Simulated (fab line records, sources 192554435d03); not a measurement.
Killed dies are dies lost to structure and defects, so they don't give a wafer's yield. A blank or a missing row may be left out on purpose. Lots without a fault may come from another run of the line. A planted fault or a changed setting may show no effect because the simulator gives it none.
fab line records | flow n5_finfet | part 2 of 2: steps 5 to 6 of 6
record lots=24 wafers=72 last_day=17
route steps=1938 shown FIN_SAQP@96 STI_FIN_REVEAL@191 DUMMY_GATE@232
lots that met no fault: from a run of the same line without faults
start_h: hours from the record's first day to the start of the lot's first wafer shown | wait_h: hours since the lot's step before | " the same as in the row above | L1.1+2: a row that stands for several wafers | - no value, or no start given | * or withheld: withheld | < > ~ a bound
route shown NAME@n: a module of which the file shows steps, and the number in the route of the first | usual: mean/standard deviation of fault-free wafers | same: alike in all rows | chamber/n: place in a boat | sites: the reading at each site | _std_site: their standard deviation | _edge_site: outer sites' mean less inner sites' | radius_mm: how far each site lies from the wafer's centre | mask NAME#n: copy n | behind: the tool/chamber that last shaped the wafer | hold: why the lot was held/for how many hours/how that ended | device: the transistor (n, p or np) that didn't switch | end of line: the same wafers' tests at the end of the route | a step without rows: its recipe alone | killed: dies lost to structure and defects at the first sort, not the wafer's yield | map: a wafer's dies, x killed, . not, _ none there
set.NAME: the setting as run; set.NAME@STEP: as run at that earlier step | model.NAME: the simulator's own value behind a step, which no gauge read
steps of the route over a sample of lots; a table a step, a row a wafer
services: from which hour (start_h, from the record's first day; less than 0 if before it) a tool's chamber was out of use, for how many hours, and why
## steps
# step N5_STI_FIN_REVEAL_STRIP_24
# recipe chemistry=N2/H2 time_s=90 power_w=100 temp_c=40 pressure_mtorr=100 rf_frequency_hz=6e+07 bias_power_w=3 n2_flow_sccm=300 h2_flow_sccm=300
# usual drypump_motor_current_A=5.8/0.57 n2_flow_sccm=300.0/1 oes_product_au=0.78/0.083 rf_vpp_V=45.3/0.84 showerhead_plenum_p_Torr=3.39/0.1 throttle_valve_pct=12.28/0.27
# columns lot.wafer tool chamber start_h wait_h drypump_motor_current_A n2_flow_sccm oes_product_au rf_hours_counter_h rf_vpp_V showerhead_plenum_p_Torr throttle_valve_pct
L074.2 rie_diel-06 0 34.56 0.0 6.9 299.4 0.85 62 44.6 3.29 11.82
L074.5 " 1 " " 5.7 301.0 0.79 - 46.9 3.55 12.42
L074.6 " 2 " " 6.0 299.0 0.78 - 45.2 3.27 11.98
L075.3 rie_diel-04 2 39.89 0.0 5.9 300.3 0.93 13 44.9 3.32 12.04
L075.4 " 3 " " 6.0 298.7 0.98 1 46.5 3.60 11.88
L075.5 " 2 " " 5.9 300.8 0.92 - 45.9 3.32 12.01
L076.2 rie_diel-02 3 45.71 0.0 5.1 301.4 0.71 177 44.4 3.37 12.74
L076.4 " 0 " " 5.2 301.1 0.66 239 46.1 3.33 12.35
L076.6 " 3 " " 5.1 300.0 0.71 - 47.1 3.37 12.73
L077.1 rie_diel-06 1 52.82 0.0 5.7 300.7 0.79 96 45.6 3.54 12.44
L077.3 " 3 " " 4.9 300.0 0.87 46 45.0 3.44 12.21
L077.5 " 0 " " 6.9 301.0 0.82 - 44.2 3.29 11.82
L078.1 rie_diel-06 3 60.23 0.0 4.9 301.7 0.86 49 46.9 3.44 12.22
L078.3 " 1 " " 5.7 300.1 0.79 98 45.5 3.54 12.43
L078.6 " 1 " " 5.7 298.7 0.78 - 47.0 3.54 12.43
L079.1 rie_diel-02 1 65.23 0.0 5.5 299.1 0.74 171 45.5 3.51 12.44
L079.4 " 3 " " 5.1 299.8 0.70 182 45.2 3.37 12.73
L079.6 " 3 " " 5.1 300.9 0.71 - 46.5 3.37 12.74
L080.1 rie_diel-04 2 69.11 0.0 5.8 300.4 0.91 23 44.5 3.31 12.07
L080.3 " 1 " " 6.0 299.6 0.68 230 46.2 3.34 12.51
L080.6 " 2 " " 5.8 300.3 0.89 - 45.8 3.31 12.06
L081.1 rie_diel-02 3 75.41 0.0 5.1 299.5 0.70 185 46.6 3.37 12.75
L081.4 " 0 " " 5.2 301.4 0.67 246 44.5 3.33 12.37
L081.6 " 0 " " 5.3 300.9 0.67 - 43.9 3.33 12.37
L082.1 rie_diel-02 1 82.70 0.0 5.5 300.5 0.72 176 45.2 3.51 12.46
L082.4 " 0 " " 5.3 301.0 0.66 249 45.2 3.33 12.37
L082.6 " 2 " " 6.5 299.2 0.87 - 45.6 3.43 12.20
L083.1 rie_diel-02 3 87.66 0.0 5.1 299.9 0.70 190 44.2 3.36 12.77
L083.2 " 2 " " 6.5 300.6 0.87 63 44.6 3.43 12.21
L083.4 " 3 " " 5.1 299.7 0.70 - 43.2 3.37 12.76
L084.3 rie_diel-04 2 94.06 0.0 5.9 300.9 0.89 31 46.0 3.31 12.07
L084.5 " 1 " " 5.9 301.3 0.68 - 44.7 3.33 12.55
L084.6 " 0 " " 6.6 301.4 0.70 - 45.5 3.33 12.34
L085.2 rie_diel-04 1 104.61 0.0 6.0 298.8 0.68 242 45.1 3.33 12.55
L085.4 " 1 " " 5.9 298.4 0.67 - 44.4 3.33 12.56
L085.6 " 2 " " 5.9 300.9 0.88 - 45.2 3.30 12.09
L086.1 rie_diel-06 1 108.76 0.0 5.7 299.5 0.77 116 46.9 3.53 12.49
L086.2 " 0 " " 6.9 299.5 0.80 89 44.7 3.28 11.89
L086.4 " 3 " " 4.9 298.9 0.84 66 46.4 3.43 12.24
L087.2 rie_diel-06 3 113.41 0.0 4.9 300.2 0.84 68 45.9 3.43 12.26
L087.5 " 2 " " 6.0 300.3 0.75 - 43.9 3.25 12.05
L087.6 " 3 " " 4.9 299.4 0.85 - 46.3 3.43 12.25
L088.2 rie_diel-06 1 119.49 0.0 5.7 300.7 0.76 120 46.7 3.53 12.48
L088.3 " 0 " " 6.9 299.1 0.81 93 45.3 3.28 11.91
L088.5 " 0 " " 6.8 298.1 0.81 - 45.2 3.28 11.91
L089.2 rie_diel-02 1 123.70 0.0 5.5 298.2 0.71 193 44.9 3.50 12.50
L089.3 " 3 " " 5.1 301.9 0.69 206 45.2 3.36 12.78
L089.6 " 3 " " 5.1 302.5 0.68 - 45.7 3.36 12.80
L090.1 rie_diel-04 0 130.65 0.0 6.5 300.3 0.70 230 43.2 3.32 12.38
L090.3 " 1 " " 6.0 300.2 0.67 245 43.3 3.33 12.55
L090.6 " 0 " " 6.5 300.1 0.68 - 45.1 3.32 12.38
L091.4 rie_diel-04 1 135.72 0.0 6.0 300.4 0.67 247 45.2 3.33 12.56
L091.5 " 0 " " 6.6 299.0 0.68 - 45.3 3.32 12.38
L091.6 " 3 " " 6.0 299.6 0.88 - 44.3 3.58 11.98
L092.1 rie_diel-04 3 142.74 0.0 6.0 300.6 0.87 42 44.7 3.57 11.99
L092.4 " 2 " " 5.9 299.7 0.85 53 44.7 3.29 12.11
L092.6 " 1 " " 6.0 300.8 0.67 - 44.8 3.33 12.58
L093.1 rie_diel-02 2 148.44 0.0 6.5 299.4 0.84 77 45.0 3.42 12.26
L093.4 " 0 " " 5.3 301.2 0.92 20 45.8 3.32 11.82
L093.5 " 2 " " 6.5 299.7 0.84 - 45.0 3.42 12.25
L094.2 rie_diel-06 1 154.43 0.0 5.7 300.6 0.76 131 45.3 3.52 12.51
L094.3 " 3 " " 4.9 299.4 0.82 81 44.9 3.42 12.28
L094.4 " 3 " " 4.9 298.9 0.83 - 44.6 3.42 12.29
L095.1 rie_diel-06 3 160.25 0.0 4.9 298.8 0.82 84 45.0 3.42 12.30
L095.3 " 2 " " 5.9 298.6 0.73 150 46.9 3.24 12.08
L095.4 " 3 " " 4.9 297.7 0.82 - 44.5 3.42 12.30
L096.2 rie_diel-06 2 166.04 0.0 6.0 299.4 0.73 153 45.5 3.24 12.09
L096.3 " 1 " " 5.7 300.1 0.75 137 45.7 3.52 12.54
L096.6 " 1 " " 5.7 300.5 0.75 - 45.6 3.52 12.54
L097.1 rie_diel-04 3 171.32 0.0 6.0 299.5 0.85 56 46.5 3.57 12.02
L097.4 " 2 " " 5.8 303.1 0.83 - 44.4 3.29 12.17
L097.5 " 3 " " 6.0 301.0 0.85 - 46.4 3.57 12.03
# step N5_DUMMY_GATE_OVL_MEAS_16
# recipe points_per_wafer=522
# usual GATE_OVL=0.0/0.6
# columns lot.wafer tool chamber start_h wait_h GATE_OVL[nm]
L074.2 overlay-02 0 46.12 0.0 -0.3
L074.5 " 0 " " -0.6
L074.6 " 0 " " -0.1
L075.3 overlay-02 0 51.71 0.0 -0.1
L075.4 " 0 " " -0.7
L075.5 " 0 " " -0.4
L076.2 overlay-01 0 57.51 0.0 0.3
L076.4 " 0 " " 0.8
L076.6 " 0 " " 0.9
L077.1 overlay-02 0 64.92 0.0 1.3
L077.3 " 0 " " -0.2
L077.5 " 0 " " 0.6
L078.1 overlay-01 0 73.78 0.0 0.8
L078.3 " 0 " " -0.3
L078.6 " 0 " " 1.4
L079.1 overlay-02 0 77.69 0.0 0.1
L079.4 " 0 " " 0.7
L079.6 " 0 " " 0.5
L080.1 overlay-01 0 80.74 0.0 0.5
L080.3 " 0 " " 0.3
L080.6 " 0 " " -0.4
L081.1 overlay-02 0 86.92 0.0 0.2
L081.4 " 0 " " 0.0
L081.6 " 0 " " 0.8
L082.1 overlay-02 0 94.41 0.0 -0.1
L082.4 " 0 " " -0.3
L082.6 " 0 " " -0.1
L083.1 overlay-01 0 99.35 0.0 -0.4
L083.2 " 0 " " 0.7
L083.4 " 0 " " 0.6
L084.3 overlay-01 0 106.93 0.0 0.0
L084.5 " 0 " " -0.2
L084.6 " 0 " " 0.4
L085.2 overlay-01 0 116.87 0.0 0.9
L085.4 " 0 " " 1.0
L085.6 " 0 " " 0.7
L086.1 overlay-02 0 120.41 0.0 -0.6
L086.2 " 0 " " 0.4
L086.4 " 0 " " 0.1
L087.2 overlay-01 0 125.31 0.0 1.0
L087.5 " 0 " " -0.6
L087.6 " 0 " " 0.3
L088.2 overlay-02 0 132.99 0.0 -0.4
L088.3 " 0 " " -0.9
L088.5 " 0 " " -1.3
L089.2 overlay-02 0 135.22 0.0 0.0
L089.3 " 0 " " 0.6
L089.6 " 0 " " 0.1
L090.1 overlay-01 0 142.73 0.0 0.0
L090.3 " 0 " " 0.8
L090.6 " 0 " " 0.0
L091.4 overlay-02 0 147.36 0.0 -0.2
L091.5 " 0 " " -0.8
L091.6 " 0 " " -0.6
L092.1 overlay-01 0 156.22 0.0 -0.6
L092.4 " 0 " " 0.1
L092.6 " 0 " " -0.5
L093.1 overlay-01 0 160.09 0.0 1.0
L093.4 " 0 " " 0.8
L093.5 " 0 " " 1.6
L094.2 overlay-01 0 168.02 0.0 -0.1
L094.3 " 0 " " 0.1
L094.4 " 0 " " 0.2
L095.1 overlay-01 0 172.34 0.0 -1.8
L095.3 " 0 " " -0.6
L095.4 " 0 " " 0.6
L096.2 overlay-01 0 179.64 0.0 -0.9
L096.3 " 0 " " -0.1
L096.6 " 0 " " -0.3
L097.1 overlay-01 0 183.18 0.0 -0.8
L097.4 " 0 " " -0.5
L097.5 " 0 " " -0.7
## services
# columns tool chamber start_h hours kind
pecvd-02 - 2.80 6.0 pm
rie_diel-06 - 9.71 1.2 repair
rie_si-02 3 12.42 8.7 repair
rie_diel-04 3 13.06 - clean
rie_diel-04 3 13.06 - consumable_replace:focus_ring
rie_diel-04 3 13.06 - consumable_replace:showerhead
rie_diel-04 3 13.06 22.3 scheduled_down
rie_diel-04 3 13.06 22.3 vent_cycle
rie_diel-02 1 15.34 7.3 repair
pecvd-04 - 34.40 0.8 repair
rie_si-03 3 47.70 40.3 repair
rie_si-04 2 70.23 8.0 repair
pecvd-03 2 71.91 20.2 repair
rie_si-02 1 74.50 3.2 repair
pecvd-02 1 79.00 5.5 scheduled_down
rie_si-03 2 83.02 1.5 repair
pecvd-03 0 83.67 12.7 repair
rie_diel-04 0 96.47 9.4 repair
rie_diel-04 1 108.49 18.2 repair
pecvd-04 - 133.61 0.5 repair
rie_diel-04 1 151.30 - clean
rie_diel-04 1 151.30 - consumable_replace:focus_ring
rie_diel-04 1 151.30 20.6 scheduled_down
rie_diel-06 2 154.30 2.7 repair
